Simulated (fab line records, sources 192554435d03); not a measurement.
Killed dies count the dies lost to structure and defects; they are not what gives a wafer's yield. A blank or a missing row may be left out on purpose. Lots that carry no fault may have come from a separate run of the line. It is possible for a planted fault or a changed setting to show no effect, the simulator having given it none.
Matching of chambers -- flow n5Finfet -- N5_BEOL_M2_DESCUM_33 on rieDiel-05: 4 sister chambers
The step chemistry O2, time 7 s. 18 wafers are shown with their chamber, then 9 later ones without.

WAFERS, EACH WITH ITS CHAMBER
wafer,chamber,drypumpMotorCurrentA (A),showerheadPlenumPTorr (Torr),throttleValvePct (%)
L074.1,2,6.1,2.11,20.63
L074.3,1,5.9,2.02,20.45
L074.6,2,6.1,2.11,20.62
L076.1,0,5.2,2.01,20.21
L076.4,2,6.0,2.11,20.64
L076.6,0,5.2,2.01,20.19
L077.2,0,5.2,2.01,20.21
L077.5,1,5.9,2.02,20.48
L077.6,0,5.2,2.01,20.21
L081.3,3,4.7,2.05,20.61
L081.4,2,6.0,2.11,20.67
L081.5,2,6.0,2.11,20.65
L085.1,0,5.2,2.01,20.22
L085.3,1,5.9,2.01,20.49
L085.4,2,6.0,2.10,20.68
L087.2,2,6.0,2.10,20.68
L087.4,0,5.1,2.01,20.24
L087.6,0,5.2,2.01,20.23

SIGNATURES, as means of the wafers listed above
reading,chamber 0,chamber 1,chamber 2,chamber 3,scatter within a chamber
drypumpMotorCurrentA,5.186,5.900,6.029,4.700,0.0404
showerheadPlenumPTorr,2.0100,2.0167,2.1071,2.0500,0.00387
throttleValvePct,20.2157,20.4733,20.6529,20.6100,0.0207
Rule: a wafer lies at a distance from a chamber equal to the root of the sum of squares, over the readings, of (its reading less the chamber's mean, divided by the reading's scatter). The wafer belongs to the nearest chamber; if the next one is less than 2 further off, it can't be placed. How the scatter is found: for the shown wafers, subtract from each reading the mean of its chamber, square and add these, divide the total by (wafers less chambers), then take the root.

WAFERS WITH NO CHAMBER GIVEN
wafer,drypumpMotorCurrentA (A),showerheadPlenumPTorr (Torr),throttleValvePct (%)
L090.2,6.0,2.10,20.69
L090.4,5.9,2.01,20.51
L090.5,4.7,2.05,20.64
L091.1,5.2,2.00,20.24
L091.4,4.7,2.05,20.64
L091.6,6.0,2.10,20.69
L093.3,4.7,2.05,20.64
L093.4,5.9,2.01,20.50
L093.5,6.0,2.10,20.70

WHICH CHAMBER EACH WENT THROUGH
wafer,from the rows above,in truth
L090.2,2,2
L090.4,1,1
L090.5,3,3
L091.1,0,0
L091.4,3,3
L091.6,2,2
L093.3,3,3
L093.4,1,1
L093.5,2,2
Correctly placed: 9 of 9. Left unplaced by these rows: 0. Placed wrongly: 0.
